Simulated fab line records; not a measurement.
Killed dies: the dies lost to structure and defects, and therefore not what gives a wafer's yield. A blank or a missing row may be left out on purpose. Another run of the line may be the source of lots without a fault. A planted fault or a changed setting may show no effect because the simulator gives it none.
What tool caused it? | flow nand_harc | at 1 step of a route of 1302, 14 lots with 42 wafers sampled

== WHAT THE GAUGES READ, wafer by wafer ==
NHARC_A_ONON_D2_THK_MEAS_30: measures by ellipsometry. Usual: thk_nm reads 1001 nm (standard deviation 10).
lot  | measured     | on            | thk_nm (nm)    | flag
L594 | day 13 08:49 | film_metro-01 | 1018 1018 1020 |
L595 | day 13 19:47 | film_metro-02 | 984 983 985    |
L596 | day 13 19:49 | film_metro-01 | 1004 1004 1003 |
L597 | day 14 08:14 | film_metro-02 | 1006 1007 1006 |
L601 | day 16 08:36 | film_metro-01 | 994 994 994    |
L604 | day 16 21:05 | film_metro-01 | 1010 1010 1011 |
L606 | day 17 23:55 | film_metro-01 | 996 996 994    |
L607 | day 17 23:56 | film_metro-02 | 993 995 994    |
L612 | day 20 07:56 | film_metro-01 | 995 997 997    |
L613 | day 21 07:16 | film_metro-01 | 993 990 990    |
L614 | day 21 15:59 | film_metro-01 | 995 993 994    |
L615 | day 22 04:00 | film_metro-02 | 998 998 996    |
L616 | day 22 04:09 | film_metro-01 | 995 997 997    |
L617 | day 22 12:47 | film_metro-01 | 994 993 994    |

== TOOL THAT RAN EACH LOT (tool first, then ch and the chambers of the sampled wafers, then the start) ==
Record: no process step prior to these readings.

== WHAT THE TOOLS THEMSELVES READ (means of the sampled wafers that have a number; where no wafer has one, the mark that the record gives instead) ==
The record holds no such reading with a usual standard deviation.

== THE ANSWER, worked out from the rows above alone ==
Rule: a lot counts as off when the mean over its wafers that have a number is more than 3 standard deviations away from the usual mean. A lot without any number at a reading at which 4 lots or more have one is off too. The other lots that the step has rows for count as sound. After the gauges, taken in route order, come the tools' own readings; for these a lot's mean is taken, as printed above. At the first step where some lot is off, the reading lying furthest off is the one used; lots without a number count as furthest.
No lot is off on any of the readings shown, so nothing can be concluded from this.

== WHAT THE SIMULATOR PUT IN ==
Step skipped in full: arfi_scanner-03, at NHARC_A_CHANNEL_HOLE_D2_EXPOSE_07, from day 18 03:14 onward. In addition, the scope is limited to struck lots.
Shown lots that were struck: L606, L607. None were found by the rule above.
